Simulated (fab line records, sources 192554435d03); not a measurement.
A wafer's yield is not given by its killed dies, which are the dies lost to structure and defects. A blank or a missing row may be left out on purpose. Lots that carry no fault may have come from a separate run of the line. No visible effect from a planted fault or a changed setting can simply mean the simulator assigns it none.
Chamber matching :: flow n5-finfet :: 4 sister chambers for N5_DUMMY_GATE_ETCH_32 on rie-si-02
The step etches SiO2 in CF4, target depth 3.5 nm, time 3.9 s. 4 wafers are shown with their chamber, then 7 later ones without.

## WAFERS PAIRED WITH THEIR CHAMBERS
wafer: L079.4
chamber: 3
drypump-motor-current-A (A): 6.0

wafer: L085.2
chamber: 0
drypump-motor-current-A (A): 5.2

wafer: L088.2
chamber: 2
drypump-motor-current-A (A): 6.3

wafer: L088.3
chamber: 1
drypump-motor-current-A (A): 5.5

## WAFERS WITHOUT THEIR CHAMBER
wafer: L088.5
drypump-motor-current-A (A): 6.1

wafer: L091.3
drypump-motor-current-A (A): 6.0

wafer: L091.5
drypump-motor-current-A (A): 6.3

wafer: L091.6
drypump-motor-current-A (A): 6.0

wafer: L094.1
drypump-motor-current-A (A): 6.0

wafer: L094.2
drypump-motor-current-A (A): 5.2

wafer: L094.5
drypump-motor-current-A (A): 6.3

## WHICH CHAMBER EACH ONE RAN IN
wafer: L088.5
from the rows above: 3
in truth: 3

wafer: L091.3
from the rows above: 3
in truth: 3

wafer: L091.5
from the rows above: 2
in truth: 2

wafer: L091.6
from the rows above: 3
in truth: 3

wafer: L094.1
from the rows above: 3
in truth: 3

wafer: L094.2
from the rows above: 0
in truth: 0

wafer: L094.5
from the rows above: 2
in truth: 2
Correct placement for 7 of the 7. Can't be placed from these rows: 0. 0 placed wrongly.
How it was worked out, from the rows above alone: a wafer's distance from a chamber is the root of the sum, over the readings, of the square of ((its reading less the chamber's mean) divided by the reading's scatter). The wafer belongs to the nearest chamber; if the next one is less than 2 further off, it can't be placed. A chamber's mean is the mean of its shown wafers. The scatter: with one shown wafer a chamber, the root of the mean of the squares of how far each hidden wafer lies from its nearest shown one.
